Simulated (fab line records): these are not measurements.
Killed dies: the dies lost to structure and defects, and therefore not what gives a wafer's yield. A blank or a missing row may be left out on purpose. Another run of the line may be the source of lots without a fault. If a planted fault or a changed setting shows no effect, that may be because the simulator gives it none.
The tool behind it: which one?	flow nand harc	Sampling: 24 lots, 72 wafers, 6 of 1159 route steps

WHAT EACH GAUGE READ, for each wafer
Not one reading of a measure or inspect step in the record can be checked against a usual standard deviation.

TOOL THAT RAN EACH LOT (tool first, then ch and the chambers of the sampled wafers, then the start)
lot	NHARC_A_STAIRCASE_TRIM_18	NHARC_A_STAIRCASE_ETCH_21	NHARC_A_STAIRCASE_ETCH_194	NHARC_A_STAIRCASE_TRIM_202	NHARC_A_STAIRCASE_TRIM_226	NHARC_A_STAIRCASE_DEP_259
L074	rie diel-07 ch 2,3, day 11 14:19 or earlier	rie diel-07 ch 0,1,2, day 11 14:19 or earlier	rie diel-07 ch 2,3, day 11 14:19 or earlier	rie diel-07 ch 2,3, day 11 14:19 or earlier	rie diel-07 ch 2,3, day 11 14:19 or earlier	pecvd-01 ch 1,2, day 11 14:19
L076	rie diel-07 ch 0,3, day 11 23:09 or earlier	rie diel-12 ch 1,2,3, day 11 23:09 or earlier	rie diel-11 ch 1,3, day 11 23:09 or earlier	rie diel-12 ch 2,3, day 11 23:09 or earlier	rie diel-07 ch 0,1,3, day 11 23:09 or earlier	pecvd-01 ch 0,2, day 11 23:09
L075	rie diel-07 ch 0,2,3, day 11 23:12 or earlier	rie diel-11 ch 2,3, day 11 23:12 or earlier	rie diel-07 ch 2,3, day 11 23:12 or earlier	rie diel-11 ch 0,1,3, day 11 23:12 or earlier	rie diel-11 ch 2,3, day 11 23:12 or earlier	pecvd-02 ch 1,2, day 11 23:12
L078	rie diel-12 ch 1,2, day 12 10:45 or earlier	rie diel-12 ch 0,1, day 12 10:45 or earlier	rie diel-07 ch 1,2,3, day 12 10:45 or earlier	rie diel-12 ch 0,1,3, day 12 10:45 or earlier	rie diel-07 ch 0,2, day 12 10:45 or earlier	pecvd-03 ch 1,2, day 12 10:45
L077	rie diel-07 ch 1,2, day 12 08:34 or earlier	rie diel-07 ch 1,2, day 12 08:34 or earlier	rie diel-07 ch 0,1,3, day 12 08:34 or earlier	rie diel-11 ch 0,3, day 12 08:34 or earlier	rie diel-07 ch 2,3, day 12 08:34 or earlier	pecvd-02 ch 1,2, day 12 08:34
L079	rie diel-12 ch 0,1,3, day 12 14:10 or earlier	rie diel-12 ch 1,2,3, day 12 14:10 or earlier	rie diel-12 ch 0,1,2, day 12 14:10 or earlier	rie diel-11 ch 0,2,3, day 12 14:10 or earlier	rie diel-12 ch 0,1,3, day 12 14:10 or earlier	pecvd-01 ch 0,2, day 12 14:10
L082	rie diel-12 ch 0,1,3, day 13 08:44 or earlier	rie diel-11 ch 1,2,3, day 13 08:44 or earlier	rie diel-07 ch 0,1,2, day 13 08:44 or earlier	rie diel-12 ch 0,1, day 13 08:44 or earlier	rie diel-07 ch 1,2, day 13 08:44 or earlier	pecvd-01 ch 0,1, day 13 08:44
L080	rie diel-12 ch 0,1, day 13 12:22 or earlier	rie diel-12 ch 0,1, day 13 12:22 or earlier	rie diel-07 ch 0,1, day 13 12:22 or earlier	rie diel-07 ch 1,2,3, day 13 12:22 or earlier	rie diel-11 ch 0,1,3, day 13 12:22 or earlier	pecvd-01 ch 0,2, day 13 12:22
L081	rie diel-12 ch 1,2, day 13 22:57 or earlier	rie diel-11 ch 0,1, day 13 22:57 or earlier	rie diel-11 ch 0,1, day 13 22:57 or earlier	rie diel-07 ch 0,2,3, day 13 22:57 or earlier	rie diel-11 ch 1,2, day 13 22:57 or earlier	pecvd-02 ch 0,1,2, day 13 22:57
L083	rie diel-07 ch 0,2,3, day 13 21:04 or earlier	rie diel-11 ch 0,2, day 13 21:04 or earlier	rie diel-12 ch 2,3, day 13 21:04 or earlier	rie diel-12 ch 1,2,3, day 13 21:04 or earlier	rie diel-12 ch 1,2,3, day 13 21:04 or earlier	pecvd-03 ch 0,2, day 13 21:04
L084	rie diel-11 ch 0,3, day 14 08:21 or earlier	rie diel-11 ch 2,3, day 14 08:21 or earlier	rie diel-12 ch 0,2, day 14 08:21 or earlier	rie diel-12 ch 0,3, day 14 08:21 or earlier	rie diel-07 ch 1,2, day 14 08:21 or earlier	pecvd-01 ch 0,1,2, day 14 08:21
L086	rie diel-12 ch 0,1,2, day 14 16:59 or earlier	rie diel-12 ch 0,1,2, day 14 16:59 or earlier	rie diel-11 ch 0,2,3, day 14 16:59 or earlier	rie diel-12 ch 1,2,3, day 14 16:59 or earlier	rie diel-12 ch 0,1,3, day 14 16:59 or earlier	pecvd-02 ch 0,2, day 14 16:59
L087	rie diel-07 ch 0,2,3, day 14 17:52 or earlier	rie diel-07 ch 1,2, day 14 17:52 or earlier	rie diel-11 ch 1,2, day 14 17:52 or earlier	rie diel-07 ch 1,2,3, day 14 17:52 or earlier	rie diel-12 ch 0,1,3, day 14 17:52 or earlier	pecvd-03 ch 1,2, day 14 17:52
L085	rie diel-12 ch 0,1,3, day 14 19:08 or earlier	rie diel-12 ch 2,3, day 14 19:08 or earlier	rie diel-12 ch 0,1,2, day 14 19:08 or earlier	rie diel-12 ch 0,2,3, day 14 19:08 or earlier	rie diel-07 ch 0,1,2, day 14 19:08 or earlier	pecvd-01 ch 1,2, day 14 19:08
L088	rie diel-07 ch 2,3, day 15 03:17 or earlier	rie diel-11 ch 0,1, day 15 03:17 or earlier	rie diel-07 ch 0,2, day 15 03:17 or earlier	rie diel-11 ch 0,2, day 15 03:17 or earlier	rie diel-12 ch 0,1, day 15 03:17 or earlier	pecvd-01 ch 0,2, day 15 03:17
L089	rie diel-07 ch 2,3, day 15 02:52 or earlier	rie diel-12 ch 0,1,2, day 15 02:52 or earlier	rie diel-12 ch 0,2,3, day 15 02:52 or earlier	rie diel-12 ch 1,2,3, day 15 02:52 or earlier	rie diel-11 ch 1,2, day 15 02:52 or earlier	pecvd-01 ch 0,1, day 15 02:52
L090	rie diel-07 ch 0,2,3, day 15 09:42 or earlier	rie diel-07 ch 1,2,3, day 15 09:42 or earlier	rie diel-11 ch 1,3, day 15 09:42 or earlier	rie diel-12 ch 0,1,2, day 15 09:42 or earlier	rie diel-07 ch 2,3, day 15 09:42 or earlier	pecvd-03 ch 1,2, day 15 09:42
L091	rie diel-07 ch 0,2, day 15 17:11 or earlier	rie diel-11 ch 0,3, day 15 17:11 or earlier	rie diel-11 ch 0,1,2, day 15 17:11 or earlier	rie diel-07 ch 1,2, day 15 17:11 or earlier	rie diel-11 ch 0,1, day 15 17:11 or earlier	pecvd-02 ch 1,2, day 15 17:11
L094	rie diel-12 ch 2,3, day 16 00:07 or earlier	rie diel-11 ch 0,1,2, day 16 00:07 or earlier	rie diel-12 ch 2,3, day 16 00:07 or earlier	rie diel-11 ch 0,1, day 16 00:07 or earlier	rie diel-11 ch 1,3, day 16 00:07 or earlier	pecvd-02 ch 1,2, day 16 00:07
L092	rie diel-07 ch 0,1,2, day 16 13:11 or earlier	rie diel-12 ch 0,1,3, day 16 13:11 or earlier	rie diel-11 ch 2,3, day 16 13:11 or earlier	rie diel-07 ch 0,2, day 16 13:11 or earlier	rie diel-12 ch 0,1, day 16 13:11 or earlier	pecvd-01 ch 0,1,2, day 16 13:11
L095	rie diel-12 ch 0,1,3, day 16 13:32 or earlier	rie diel-07 ch 0,2,3, day 16 13:32 or earlier	rie diel-07 ch 0,1,2, day 16 13:32 or earlier	rie diel-07 ch 0,1,3, day 16 13:32 or earlier	rie diel-12 ch 0,1,2, day 16 13:32 or earlier	pecvd-02 ch 0,1,2, day 16 13:32
L093	rie diel-11 ch 2,3, day 16 17:16 or earlier	rie diel-12 ch 0,3, day 16 17:16 or earlier	rie diel-12 ch 0,3, day 16 17:16 or earlier	rie diel-07 ch 0,1,2, day 16 17:16 or earlier	rie diel-12 ch 0,2,3, day 16 17:16 or earlier	pecvd-01 ch 0,1,2, day 16 17:16
L096	rie diel-07 ch 0,1,3, day 17 02:34 or earlier	rie diel-12 ch 0,1,3, day 17 02:34 or earlier	rie diel-12 ch 2,3, day 17 02:34 or earlier	rie diel-07 ch 0,1,2, day 17 02:34 or earlier	rie diel-11 ch 0,2,3, day 17 02:34 or earlier	pecvd-03 ch 1,2, day 17 02:34
L097	rie diel-07 ch 0,2, day 17 23:23 or earlier	rie diel-11 ch 1,3, day 17 23:23 or earlier	rie diel-11 ch 0,2,3, day 17 23:23 or earlier	rie diel-07 ch 0,1,2, day 17 23:23 or earlier	rie diel-07 ch 1,2, day 17 23:23 or earlier	pecvd-01 ch 0,1, day 17 23:23
- NHARC_A_STAIRCASE_TRIM_18: chemistry O2, time 211.2 s.
- NHARC_A_STAIRCASE_ETCH_21: etches the open film in C4F8/O2, target depth 100 nm, time 40.5 s.
- NHARC_A_STAIRCASE_ETCH_194: etches the open film in C4F8/O2, target depth 100 nm, time 40.5 s.
- NHARC_A_STAIRCASE_TRIM_202: chemistry O2, time 211.2 s.
- NHARC_A_STAIRCASE_TRIM_226: chemistry O2, time 211.2 s.
- NHARC_A_STAIRCASE_DEP_259: deposits SiON, target thk 30 nm.

WHAT THE TOOLS THEMSELVES READ (means of the sampled wafers that have a number; where no wafer has one, the mark that the record gives instead)
NHARC_A_STAIRCASE_TRIM_18.
lot	tool	drypump motor current A (A)	oes product au (a.u.)	rf vpp V (V)	showerhead plenum p Torr (Torr)	throttle valve pct (%)
L074	rie diel-07	5.7	1.008	59.0	3.75	17.042
L076	rie diel-07	6.3	0.994	57.7	3.54	17.039
L075	rie diel-07	6.1	1.009	57.4	3.63	17.031
L078	rie diel-12	6.1	1.003	58.1	3.69	17.043
L077	rie diel-07	5.6	1.006	57.9	3.61	17.034
L079	rie diel-12	5.9	1.008	58.1	3.58	17.040
L082	rie diel-12	5.9	1.004	59.1	3.58	17.033
L080	rie diel-12	5.9	1.013	57.6	3.59	17.032
L081	rie diel-12	6.1	0.990	58.5	3.68	17.031
L083	rie diel-07	6.1	0.999	57.0	3.62	17.035
L084	rie diel-11	6.3	1.005	58.6	3.60	17.044
L086	rie diel-12	5.9	0.998	57.5	3.61	17.034
L087	rie diel-07	6.1	0.997	57.8	3.61	17.046
L085	rie diel-12	5.9	1.008	57.8	3.58	17.040
L088	rie diel-07	5.7	0.993	57.8	3.73	17.042
L089	rie diel-07	5.8	1.003	58.1	3.71	17.034
L090	rie diel-07	6.1	1.001	57.4	3.61	17.040
L091	rie diel-07	6.2	0.999	57.3	3.59	17.034
L094	rie diel-12	6.2	0.998	58.0	3.66	17.042
L092	rie diel-07	5.8	1.006	57.7	3.50	17.038
L095	rie diel-12	5.9	1.007	57.6	3.57	17.045
L093	rie diel-11	6.2	1.009	57.8	3.49	17.032
L096	rie diel-07	5.7	1.008	57.8	3.52	17.038
L097	rie diel-07	6.4	1.009	57.9	3.48	17.041

NHARC_A_STAIRCASE_ETCH_21.
lot	tool	oes product au (a.u.)	rf vpp V (V)
L074	rie diel-07	0.946	895
L076	rie diel-12	0.971	901
L075	rie diel-11	0.944	894
L078	rie diel-12	0.963	897
L077	rie diel-07	0.949	899
L079	rie diel-12	0.950	900
L082	rie diel-11	0.970	896
L080	rie diel-12	0.951	898
L081	rie diel-11	0.953	899
L083	rie diel-11	0.944	894
L084	rie diel-11	0.955	894
L086	rie diel-12	0.942	899
L087	rie diel-07	0.952	898
L085	rie diel-12	0.939	900
L088	rie diel-11	0.959	899
L089	rie diel-12	0.923	898
L090	rie diel-07	0.936	900
L091	rie diel-11	0.931	899
L094	rie diel-11	0.933	895
L092	rie diel-12	0.935	898
L095	rie diel-07	0.957	900
L093	rie diel-12	0.939	895
L096	rie diel-12	0.931	897
L097	rie diel-11	0.973	900

NHARC_A_STAIRCASE_ETCH_194.
lot	tool	oes product au (a.u.)	rf vpp V (V)
L074	rie diel-07	0.961	902
L076	rie diel-11	0.937	901
L075	rie diel-07	0.955	902
L078	rie diel-07	0.948	899
L077	rie diel-07	0.948	896
L079	rie diel-12	0.951	899
L082	rie diel-07	0.942	897
L080	rie diel-07	0.951	892
L081	rie diel-11	0.949	900
L083	rie diel-12	0.937	901
L084	rie diel-12	0.945	897
L086	rie diel-11	0.956	895
L087	rie diel-11	0.941	896
L085	rie diel-12	0.946	899
L088	rie diel-07	0.934	895
L089	rie diel-12	0.939	899
L090	rie diel-11	0.947	900
L091	rie diel-11	0.948	896
L094	rie diel-12	0.941	900
L092	rie diel-11	0.950	890
L095	rie diel-07	0.940	894
L093	rie diel-12	0.938	895
L096	rie diel-12	0.942	900
L097	rie diel-11	0.956	900

NHARC_A_STAIRCASE_TRIM_202.
lot	tool	drypump motor current A (A)	oes product au (a.u.)	rf vpp V (V)	showerhead plenum p Torr (Torr)	throttle valve pct (%)
L074	rie diel-07	5.7	1.012	58.3	3.75	17.044
L076	rie diel-12	6.1	0.997	58.7	3.66	17.034
L075	rie diel-11	6.0	1.005	58.0	3.63	17.038
L078	rie diel-12	5.9	1.014	57.9	3.58	17.033
L077	rie diel-11	6.3	0.998	58.1	3.61	17.044
L079	rie diel-11	6.0	1.010	57.4	3.50	17.046
L082	rie diel-12	5.8	1.010	58.5	3.59	17.031
L080	rie diel-07	5.4	0.999	57.0	3.63	17.037
L081	rie diel-07	6.1	0.998	57.9	3.62	17.032
L083	rie diel-12	6.0	1.004	58.5	3.65	17.028
L084	rie diel-12	5.9	1.003	58.3	3.58	17.046
L086	rie diel-12	6.0	0.997	58.0	3.65	17.038
L087	rie diel-07	5.4	1.001	56.5	3.62	17.033
L085	rie diel-12	6.0	1.004	57.6	3.60	17.042
L088	rie diel-11	5.6	1.010	57.6	3.37	17.037
L089	rie diel-12	6.0	1.005	58.3	3.64	17.037
L090	rie diel-12	5.9	1.002	57.6	3.60	17.034
L091	rie diel-07	5.1	1.003	57.8	3.51	17.032
L094	rie diel-11	5.7	0.997	58.0	3.60	17.049
L092	rie diel-07	6.5	1.002	57.7	3.49	17.048
L095	rie diel-07	5.7	0.999	58.0	3.52	17.034
L093	rie diel-07	5.8	1.008	57.7	3.49	17.034
L096	rie diel-07	5.8	1.006	57.4	3.49	17.036
L097	rie diel-07	5.8	1.003	58.0	3.49	17.032

NHARC_A_STAIRCASE_TRIM_226.
lot	tool	drypump motor current A (A)	oes product au (a.u.)	rf vpp V (V)	showerhead plenum p Torr (Torr)	throttle valve pct (%)
L074	rie diel-07	5.9	1.017	58.3	3.72	17.040
L076	rie diel-07	5.6	1.001	57.5	3.54	17.041
L075	rie diel-11	6.2	1.014	58.0	3.51	17.029
L078	rie diel-07	6.2	0.997	57.4	3.60	17.033
L077	rie diel-07	5.8	1.014	57.6	3.72	17.038
L079	rie diel-12	5.9	1.004	58.2	3.58	17.030
L082	rie diel-07	5.6	1.015	58.9	3.60	17.037
L080	rie diel-11	6.0	1.000	57.5	3.62	17.030
L081	rie diel-11	5.5	0.998	58.3	3.55	17.034
L083	rie diel-12	6.0	0.993	57.3	3.65	17.032
L084	rie diel-07	5.2	1.005	57.5	3.51	17.033
L086	rie diel-12	5.9	1.010	58.2	3.58	17.044
L087	rie diel-12	5.9	1.002	57.5	3.57	17.037
L085	rie diel-07	5.8	0.990	57.2	3.50	17.034
L088	rie diel-12	5.8	1.006	57.5	3.58	17.029
L089	rie diel-11	5.5	0.995	58.2	3.54	17.050
L090	rie diel-07	5.7	0.994	58.6	3.73	17.034
L091	rie diel-11	5.7	0.998	58.0	3.60	17.037
L094	rie diel-11	6.2	1.003	58.2	3.62	17.023
L092	rie diel-12	5.9	1.011	58.0	3.57	17.032
L095	rie diel-12	6.0	1.001	56.8	3.60	17.037
L093	rie diel-12	6.0	1.008	57.3	3.59	17.034
L096	rie diel-11	6.0	1.016	58.1	3.65	17.030
L097	rie diel-07	5.2	1.002	56.3	3.49	17.039

NHARC_A_STAIRCASE_DEP_259.
lot	tool	chamber pressure Torr (Torr)	heater power outer w (W)	heater power w (W)
L074	pecvd-01	3.497	512	816
L076	pecvd-01	3.502	470	796
L075	pecvd-02	3.495	497	751
L078	pecvd-03	3.499	470	818
L077	pecvd-02	3.499	423	660
L079	pecvd-01	3.508	471	801
L082	pecvd-01	3.497	488	772
L080	pecvd-01	3.500	530	875
L081	pecvd-02	3.496	482	748
L083	pecvd-03	3.507	493	842
L084	pecvd-01	3.499	510	839
L086	pecvd-02	3.500	448	742
L087	pecvd-03	3.507	474	817
L085	pecvd-01	3.506	518	806
L088	pecvd-01	3.498	500	855
L089	pecvd-01	3.496	489	801
L090	pecvd-03	3.498	452	794
L091	pecvd-02	3.494	475	735
L094	pecvd-02	3.508	462	723
L092	pecvd-01	3.498	487	798
L095	pecvd-02	3.498	478	764
L093	pecvd-01	3.498	480	789
L096	pecvd-03	3.499	414	744
L097	pecvd-01	3.499	485	782

THE ANSWER, worked out from the rows above alone
Rule: the usual values come from the lots themselves. Put in order of their means at a reading, lots are off if they are a third of the lots or fewer, leave a main group of 4 or more, and stand apart from it by a gap of 3 or more times the standard deviation of the main group's means; of several such gaps the widest counts. If all means in a main group match to the digits the tables above print for the reading, that group is not used. Also off: a lot with no number at a reading for which 4 or more lots have one. All remaining lots with rows at the step are treated as sound. The gauges are gone through in route order, then the tools' own readings, and for those a lot's mean is taken as printed above. At the first step where some lot is off, the reading lying furthest off is the one used; lots without a number count as furthest.
Across all readings shown, no lot is off: no conclusion can be drawn from this.

WHAT WAS PUT IN BY THE SIMULATOR
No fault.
